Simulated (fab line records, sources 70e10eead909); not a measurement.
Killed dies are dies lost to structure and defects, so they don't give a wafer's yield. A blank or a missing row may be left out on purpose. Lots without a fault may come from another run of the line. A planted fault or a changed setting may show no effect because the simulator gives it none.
Chamber matching | flow nand_harc | NHARC_A_STAIRCASE_DEP_325 on pecvd-04: 3 sister chambers
The step deposits SiO2, target thk 3800 nm. 6 wafers are shown with their chamber, then 7 later ones without.

WAFERS WITH THEIR CHAMBER
wafer  | chamber | heater_power_outer_w (W) | heater_power_w (W)
L079.5 | 1       | 426                      | 737
L082.3 | 1       | 534                      | 880
L081.2 | 0       | 418                      | 756
L081.5 | 0       | 349                      | 665
L087.3 | 2       | 390                      | 643
L087.4 | 2       | 370                      | 633

WAFERS WITHOUT THEIR CHAMBER
wafer  | heater_power_outer_w (W) | heater_power_w (W)
L087.5 | 428                      | 731
L091.1 | 416                      | 682
L091.2 | 441                      | 755
L091.6 | 420                      | 736
L094.2 | 490                      | 827
L094.3 | 369                      | 626
L094.4 | 313                      | 554

WHICH CHAMBER EACH WENT THROUGH
wafer  | from the rows above          | in truth
L087.5 | can't be placed: 0 or 1 or 2 | 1
L091.1 | can't be placed: 0 or 2 or 1 | 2
L091.2 | can't be placed: 1 or 0 or 2 | 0
L091.6 | can't be placed: 0 or 1 or 2 | 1
L094.2 | 1                            | 1
L094.3 | can't be placed: 2 or 0      | 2
L094.4 | can't be placed: 2 or 0      | 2
Placed correctly: 1 of 7. Can't be placed from these rows: 6 (the true chamber is among the candidates in 6). Placed wrongly: 0.
How it was worked out, from the rows above alone: a wafer's distance from a chamber is the root of the sum, over the readings, of the square of ((its reading less the chamber's mean) divided by the reading's scatter). The wafer belongs to the nearest chamber; if the next one is less than 2 further off, it can't be placed. A chamber's mean is the mean of its shown wafers. The scatter: the root of (the sum of the squares of (reading less its chamber's mean) over the shown wafers, divided by (wafers less chambers)).
